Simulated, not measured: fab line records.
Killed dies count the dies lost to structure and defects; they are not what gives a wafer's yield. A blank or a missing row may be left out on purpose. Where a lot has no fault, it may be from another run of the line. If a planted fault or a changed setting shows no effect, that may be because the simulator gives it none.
fab line records | flow nandHarc
record: lots: 12 wafers: 36 lastDay: 24
route steps=1159 shown A_CONTACT@915 A_BONDPAD@1079 THIN_TSV@1150 END@1159
lots untouched by any fault: they come from a run of this same line in which no faults occurred
startH: start of the lot's first displayed wafer, in hours after the record's first day | waitH: hours from the lot's prior step to this one | " the same as in the row above | L1.1+2: a single row standing in for several wafers | - no value, or no start given | * or withheld: withheld | < > ~ a bound
route shown NAME@n: NAME is a module with steps in the file, n the number in the route of the first one | usual: mean and standard deviation over wafers with no fault | same: alike in all rows | chamber/n: place in a boat | sites: the reading at each site | _std_site: how widely they spread, as a standard deviation | _edge_site: inner sites' mean taken away from outer sites' mean | radiusMm: how far each site lies from the wafer's centre | mask NAME#n: copy n | behind: tool/chamber where the wafer was last shaped | hold: why the lot was held/for how many hours/how that ended | device: whichever transistor did not switch (one of n, p or np) | end of line: at the end of the route, the tests of the same wafers | step lacking rows: just its recipe | killed: the dies lost at the first sort to structure and to defects; this is not the yield of the wafer | map: shows each die of a wafer: x if killed, . if not, _ if none is there
set.NAME: the run value of the setting; set.NAME@STEP: its run value at that earlier step | model.NAME: the simulator's own value behind a step, which no gauge read
one table for each step of the route and one row for each wafer, over a sample of lots
services: from which hour (startH, from the record's first day; less than 0 if before it) a tool's chamber was out of use, for how many hours, and why
== steps ==
step: NHARC_A_CONTACT_ETCH_97
recipe: targetDepthA: 200 overEtchFrac: 0.5 timeS: 10 ionEnergyEv: 250 c4f6FlowSccm: 25 o2FlowSccm: 20 arFlowSccm: 500 rfW: 600 biasW: 500 chemistry: C4F6/O2
usual: drypumpMotorCurrentA: 5.7/0.42 oesProductAu: 0.952/0.014 rfVppV: 548/3.6 showerheadPlenumPTorr: 4.00/0.17 throttleValvePct: 26.902/0.0079
columns lot.wafer tool chamber startH waitH drypumpMotorCurrentA oesProductAu rfHoursCounterH rfVppV showerheadPlenumPTorr throttleValvePct
L412.3 rieDiel-11 2 386.17 - 5.8 0.975 3 543 3.72 26.910
L412.2 " 1 " " 5.6 0.972 3 552 4.14 26.907
L412.6 " 2 " " 5.7 0.977 - 543 3.72 26.913
L417.3 rieDiel-01 3 394.35 - 6.3 0.950 31 550 4.07 26.897
L417.2 " 0 " " 6.4 0.962 32 539 3.65 26.902
L417.6 " 3 " " 6.2 0.948 - 549 4.07 26.921
L416.3 rieDiel-12 3 396.24 - 5.4 0.936 3 553 4.19 26.898
L416.4 " 1 " " 5.2 0.954 2 550 4.08 26.902
L416.5 " 0 " " 5.5 0.948 - 552 4.18 26.914
L418.1 rieDiel-11 2 400.28 - 5.8 0.962 7 542 3.72 26.896
L418.6 " 1 " " 5.6 0.957 - 552 4.14 26.909
L418.5 " 2 " " 5.8 0.964 - 543 3.72 26.906
L420.2 rieDiel-01 2 429.22 - 6.7 0.953 42 546 3.89 26.891
L420.4 " 0 " " 6.3 0.927 44 541 3.64 26.905
L420.6 " 3 " " 6.3 0.947 - 548 4.06 26.896
L422.1 rieDiel-01 3 439.29 - 6.3 0.942 47 550 4.06 26.922
L422.6 " 2 " " 6.6 0.948 - 547 3.89 26.899
L422.5 " 3 " " 6.3 0.942 - 550 4.06 26.912
L427.2 rieDiel-12 2 477.55 - 4.8 0.956 29 551 4.21 26.910
L427.3 " 3 " " 5.4 0.955 29 551 4.17 26.899
L427.5 " 2 " " 4.8 0.960 - 551 4.21 26.906
L431.3 rieDiel-11 2 483.41 - 5.8 0.957 22 542 3.71 26.898
L431.2 " 3 " " 5.8 0.961 23 547 3.95 26.899
L431.6 " 0 " " 5.6 0.965 - 550 4.10 26.905
L430.1 rieDiel-12 2 490.93 0.1 4.8 0.960 33 553 4.21 26.887
L430.4 " 3 " " 5.4 0.955 - 552 4.17 26.898
L430.6 " 0 " " 5.6 0.950 - 551 4.16 26.911
L432.1 rieDiel-11 2 492.62 - 5.8 0.939 23 543 3.71 26.900
L432.3 " 0 " " 5.6 0.953 23 551 4.10 26.901
L432.5 " 2 " " 5.8 0.942 - 541 3.71 26.904
L434.3 rieDiel-11 3 494.71 - 5.8 0.959 25 546 3.95 26.910
L434.1 " 0 " " 5.6 0.958 23 549 4.10 26.904
L434.2 " 1 " " 5.6 0.966 22 552 4.13 26.908
L435.3 rieDiel-11 2 519.99 - 5.8 0.940 29 544 3.70 26.901
L435.2 " 0 " " 5.7 0.950 27 552 4.10 26.906
L435.5 " 1 " " 5.6 0.953 - 551 4.13 26.906
step: NHARC_A_BONDPAD_STRIP_15
recipe: o2FlowSccm: 500 arFlowSccm: 0 biasW: 0 chemistry: O2
usual: drypumpMotorCurrentA: 6.0/0.44 oesProductAu: 0.999/0.0077 rfVppV: 57.9/0.89 showerheadPlenumPTorr: 3.56/0.15 throttleValvePct: 17.036/0.0091
columns lot.wafer tool chamber startH waitH drypumpMotorCurrentA oesProductAu rfHoursCounterH rfVppV showerheadPlenumPTorr throttleValvePct
L412.2 rieDiel-07 1 414.53 0.1 6.7 0.999 6 57.9 3.59 17.036
L412.3 " 3 " " 6.3 1.008 6 57.1 3.58 17.026
L412.6 " 2 " " 5.8 1.000 - 59.8 3.77 17.046
L417.2 rieDiel-11 0 417.45 0.1 5.6 1.012 11 58.7 3.70 17.020
L417.3 " 1 " " 5.6 1.001 10 58.8 3.73 17.039
L417.6 " 0 " " 5.6 1.001 - 58.3 3.70 17.043
L416.4 rieDiel-01 1 420.19 0.1 5.7 0.998 40 56.1 3.54 17.044
L416.3 " 0 " " 6.3 0.999 42 56.8 3.27 17.039
L416.5 " 2 " " 6.7 0.985 - 57.1 3.50 17.045
L418.1 rieDiel-01 3 428.19 0.1 6.3 0.991 44 59.0 3.66 17.030
L418.6 " 1 " " 5.7 1.010 - 59.4 3.54 17.048
L418.5 " 2 " " 6.6 0.990 - 59.0 3.50 17.033
L420.2 rieDiel-11 2 456.43 0.1 5.8 1.007 17 58.1 3.33 17.038
L420.4 " 3 " " 5.8 0.999 - 56.8 3.56 17.033
L420.6 " 0 " " 5.6 1.014 - 57.9 3.70 17.033
L422.1 rieDiel-07 2 466.10 0.1 5.8 0.991 1 58.7 3.77 17.030
L422.5 " 2 " " 5.8 0.987 - 58.3 3.77 17.035
L422.6 " 3 " " 6.3 0.997 - 58.0 3.58 17.045
L427.3 rieDiel-07 3 505.20 0.1 6.3 0.996 3 58.3 3.58 17.040
L427.2 " 0 " " 5.4 0.998 2 58.5 3.32 17.042
L427.5 " 2 " " 5.8 0.993 - 58.2 3.77 17.031
L431.2 rieDiel-01 2 509.70 0.1 6.6 0.992 3 58.6 3.48 17.028
L431.3 " 3 " " 6.2 1.015 3 56.8 3.64 17.040
L431.6 " 2 " " 6.7 0.996 - 59.3 3.48 17.033
L432.3 rieDiel-01 2 524.85 0.1 6.7 0.995 9 56.8 3.48 17.033
L432.1 " 3 " " 6.3 1.001 11 57.9 3.64 17.040
L432.5 " 2 " " 6.7 1.000 - 59.5 3.48 17.045
L430.4 rieDiel-07 0 525.16 0.1 5.4 0.989 3 57.8 3.32 17.031
L430.1 " 3 " " 6.3 0.994 4 56.7 3.58 17.047
L430.6 " 0 " " 5.4 0.994 - 58.5 3.32 17.029
L434.1 rieDiel-07 2 525.56 0.1 5.8 0.994 4 57.7 3.77 17.034
L434.2 " 3 " " 6.3 0.991 4 56.7 3.58 17.038
L434.3 " 0 " " 5.4 0.986 3 57.8 3.32 17.035
L435.2 rieDiel-07 3 551.27 0.1 6.3 1.008 5 56.2 3.58 17.039
L435.3 " 1 " " 6.7 0.997 4 56.9 3.59 17.035
L435.5 " 2 " " 5.8 1.000 - 58.3 3.77 17.033
step: NHARC_A_BONDPAD_THK_MEAS_20
recipe: thkMeasGauge: xrf
usual: thkNm: 169.8/1.5
columns lot.wafer tool chamber startH waitH thkNm
L412.2 filmMetro-01 - 416.50 - 170.7
L412.3 " - " " 172.3
L412.6 " - " " 170.2
L417.2 filmMetro-02 - 419.57 - 168.8
L417.3 " - " " 166.8
L417.6 " - " " 168.7
L416.3 filmMetro-01 - 422.16 - 170.9
L416.4 " - " " 171.5
L416.5 " - " " 170.2
L418.1 filmMetro-01 - 430.45 - 170.4
L418.5 " - " " 171.1
L418.6 " - " " 170.0
L420.2 filmMetro-02 - 458.43 - 167.4
L420.4 " - " " 167.3
L420.6 " - " " 169.3
L422.1 filmMetro-01 - 468.10 - 169.7
L422.5 " - " " 170.8
L422.6 " - " " 170.1
L427.2 filmMetro-02 - 507.28 - 172.5
L427.3 " - " " 168.5
L427.5 " - " " 171.0
L431.2 filmMetro-01 - 511.71 - 171.0
L431.3 " - " " 171.1
L431.6 " - " " 168.7
L430.1 filmMetro-02 - 527.10 - 168.6
L430.4 " - " " 169.0
L430.6 " - " " 167.9
L432.1 filmMetro-02 - 527.39 - 168.7
L432.3 " - " " 171.5
L432.5 " - " " 171.9
L434.1 filmMetro-02 - 527.55 - 170.8
L434.2 " - " " 171.3
L434.3 " - " " 169.8
L435.2 filmMetro-02 - 553.25 - 170.0
L435.3 " - " " 168.2
L435.5 " - " " 165.3
step: NHARC_THIN_TSV_DESCUM_35
recipe: timeS: 3 o2FlowSccm: 200 arFlowSccm: 0 biasPowerW: 0 chemistry: O2
usual: drypumpMotorCurrentA: 5.7/0.42 oesProductAu: 1.000/0.0076 rfVppV: 57.7/0.94 showerheadPlenumPTorr: 1.90/0.074 throttleValvePct: 11.312/0.0098
columns lot.wafer tool chamber startH waitH drypumpMotorCurrentA oesProductAu rfHoursCounterH rfVppV showerheadPlenumPTorr throttleValvePct
L412.3 rieDiel-03 0 437.05 - 6.1 1.012 4 58.0 1.98 11.313
L412.2 " 1 " " 5.9 0.997 3 59.0 1.89 11.313
L412.6 " 3 " " 5.0 0.998 - 59.2 1.88 11.302
L417.2 rieDiel-02 2 439.17 - 6.1 0.998 8 57.2 1.93 11.314
L417.3 " 1 " " 6.1 0.989 8 57.7 1.81 11.315
L417.6 " 3 " " 5.5 1.004 - 57.0 1.86 11.308
L416.3 rieDiel-06 0 443.90 - 5.9 0.990 2 57.2 1.98 11.316
L416.4 " 1 " " 6.2 0.993 - 58.7 2.00 11.314
L416.5 " 3 " " 5.0 1.005 - 58.1 1.93 11.295
L418.1 rieDiel-02 0 450.69 - 5.5 1.008 8 56.9 1.80 11.311
L418.5 " 0 " " 5.5 1.005 - 56.8 1.80 11.320
L418.6 " 1 " " 6.0 0.992 - 58.1 1.81 11.298
L420.2 rieDiel-02 3 478.41 - 5.5 1.000 10 58.0 1.86 11.313
L420.4 " 1 " " 6.0 1.000 11 57.4 1.81 11.314
L420.6 " 0 " " 5.5 0.998 - 57.4 1.80 11.286
L422.1 rieDiel-02 1 488.92 - 6.1 1.001 11 57.4 1.81 11.306
L422.6 " 1 " " 6.1 0.996 - 58.6 1.81 11.295
L422.5 " 2 " " 6.1 0.995 - 57.4 1.93 11.319
L427.3 rieDiel-02 3 530.78 - 5.5 0.997 2 56.8 1.86 11.313
L427.2 " 0 " " 5.5 1.007 2 57.5 1.80 11.301
L427.5 " 3 " " 5.5 1.000 - 58.1 1.86 11.301
L431.2 rieDiel-03 0 534.28 - 6.1 1.012 14 58.7 1.98 11.293
L431.3 " 3 " " 5.0 1.001 14 58.5 1.88 11.300
L431.6 " 0 " " 6.0 1.010 - 59.0 1.98 11.306
L430.1 rieDiel-06 2 546.77 - 5.6 1.009 8 58.0 2.06 11.299
L430.4 " 3 " " 5.0 0.994 9 56.9 1.93 11.317
L430.6 " 1 " " 6.2 0.996 - 57.3 1.99 11.306
L432.1 rieDiel-06 1 547.88 - 6.1 0.990 9 56.9 1.99 11.306
L432.3 " 0 " " 5.9 0.989 10 56.6 1.98 11.329
L432.5 " 2 " " 5.6 0.993 - 59.5 2.06 11.311
L434.2 rieDiel-02 0 549.80 - 5.5 0.999 3 57.7 1.79 11.309
L434.1 " 1 " " 6.1 0.994 3 57.5 1.81 11.319
L434.3 " 2 " " 6.1 0.998 3 57.9 1.93 11.305
L435.2 rieDiel-06 1 570.06 - 6.1 1.002 10 58.7 1.99 11.327
L435.3 " 3 " " 5.0 1.003 11 57.0 1.93 11.306
L435.5 " 0 " " 6.0 0.995 - 57.7 1.98 11.302
step: NHARC_END_SORT_01
recipe: tempC: 25
usual: killedAtArray: 24/7.4 killedAtOther: 0.5/0.81 killedAtPeriphery: 3.4/2.3 killedDies: 28/8 killedOpen: 3.4/1.8 killedShort: 2.0/1.4
same: grossDies: 677
columns lot.wafer tool chamber startH waitH killedAtArray killedAtOther killedAtPeriphery killedDies killedOpen killedShort
L427.2 prober-01 0 546.83 2.8 16 0 3 19 2 2
L427.3 prober-01 0 547.62 3.1 98 0 1 99 2 1
L427.5 prober-01 0 549.19 3.6 33 0 3 36 5 3
L430.1 prober-02 0 555.78 2.5 15 1 6 22 2 2
L430.4 prober-02 0 558.21 3.4 90 3 3 96 3 2
L430.6 prober-02 0 559.83 4.0 32 0 6 38 3 1
killed by level:class
L427.2 A_CHANNEL_HOLE_D1:chamberFilmFlake=7 A_STAIRCASE:chamberFilmFlake=3 A_STAIRCASE:geometricParticle:open=2 P_GATE:chamberFilmFlake=2 P_CONTACT:geometricParticle:short=1 A_ONON_D1:geometricParticle:short=1 A_CHANNEL_FILL_D1:chamberFilmFlake=1 A_CONTACT:chamberFilmFlake=1
L427.3 A_CONTACT:unspecified=67 A_CHANNEL_HOLE_D1:chamberFilmFlake=25 A_CONTACT:chamberFilmFlake=4 P_M0:geometricParticle:open=1 A_ONON_D1:geometricParticle:open=1 A_SGD_CUT:geometricParticle:short=1
L427.5 A_CHANNEL_HOLE_D1:chamberFilmFlake=17 A_STAIRCASE:chamberFilmFlake=7 A_CONTACT:chamberFilmFlake=4 A_CONTACT:geometricParticle:open=3 P_CONTACT:geometricParticle:open=2 P_M0:geometricParticle:short=1 A_CHANNEL_HOLE_D1:geometricParticle:short=1 A_WL_FILL:geometricParticle:short=1
L430.1 A_CHANNEL_HOLE_D1:chamberFilmFlake=8 P_GATE:chamberFilmFlake=5 A_CONTACT:chamberFilmFlake=2 A_STAIRCASE:chamberFilmFlake=2 P_M2:geometricParticle:open=1 A_ONON_D1:geometricParticle:open=1 A_ONON_D1:geometricParticle:short=1 A_SLIT:geometricParticle:short=1
L430.4 A_CONTACT:unspecified=70 A_CHANNEL_HOLE_D1:chamberFilmFlake=5 A_STAIRCASE:chamberFilmFlake=4 A_CONTACT:chamberFilmFlake=4 THIN_TSV:chamberFilmFlake=3 P_GATE:chamberFilmFlake=2 P_CONTACT:geometricParticle:open=1 A_ONON_D1:geometricParticle:open=1
L430.6 A_CHANNEL_HOLE_D1:chamberFilmFlake=14 A_CONTACT:chamberFilmFlake=9 P_GATE:chamberFilmFlake=3 A_STAIRCASE:chamberFilmFlake=3 A_SLIT:chamberFilmFlake=2 P_M0:geometricParticle:open=1 A_WL_FILL:geometricParticle:short=1 A_CONTACT:geometricParticle:open=1
== services ==
columns tool chamber startH hours kind
rieDiel-11 - 366.53 9.0 pm
rieDiel-01 - 370.63 0.4 repair
rieDiel-03 0 373.75 1.7 repair
rieDiel-06 3 375.71 1.8 repair
rieDiel-12 - 379.62 9.0 pm
rieDiel-03 - 392.52 9.0 pm
rieDiel-07 - 416.89 9.0 pm
rieDiel-06 - 418.20 9.0 pm
rieDiel-07 1 434.35 2.5 repair
rieDiel-01 - 437.94 0.2 repair
rieDiel-11 0 441.10 3.3 repair
rieDiel-06 2 441.79 7.6 repair
rieDiel-07 0 446.39 13.2 repair
rieDiel-11 1 454.41 2.5 repair
rieDiel-03 2 471.40 2.2 repair
rieDiel-01 0 490.11 22.5 repair
rieDiel-02 2 490.50 7.8 repair
rieDiel-01 - 491.99 9.0 pm
rieDiel-11 0 500.70 10.5 repair
rieDiel-02 - 504.77 9.0 pm
rieDiel-12 0 517.68 12.1 repair
rieDiel-11 - 543.53 9.0 pm
rieDiel-12 - 556.73 9.0 pm
rieDiel-06 2 565.52 10.4 repair
== key ==
firstSign: step: NHARC_END_SORT_01 reading: killedAtArray direction: up sigmas: 9.4 usual: 24 struck: 94
effect: step: NHARC_END_SORT_01 reading: killedDies direction: up sigmas: 8.7 usual: 28 struck: 98
moreKillsBornAt: NHARC_A_CONTACT_ETCH_97@rieDiel-12: 136
metAt NHARC_A_CONTACT_ETCH_97
struckLots L427,L430
struckWafers L427.3,L430.4
testerLeftOut L427,L430
notActingAt NHARC_A_BONDPAD_STRIP_15,NHARC_A_BONDPAD_THK_MEAS_20,NHARC_THIN_TSV_DESCUM_35
onsetBetween 396.24 477.55
fault: kind: chamberParticleSource tool: rieDiel-12 chamber: 3 onsetH: 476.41 steps: NHARC_A_CONTACT_ETCH_97 ratePerVisitCm2: 0.39724 endH: 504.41
testerLeftOut: of these lots the tester's yield and bins aren't shown, on N5 and GAA mostly nor the transistor test; their killed dies are dies lost to structure and defects alone, not to doping, threshold or leakage, so they don't give the yield
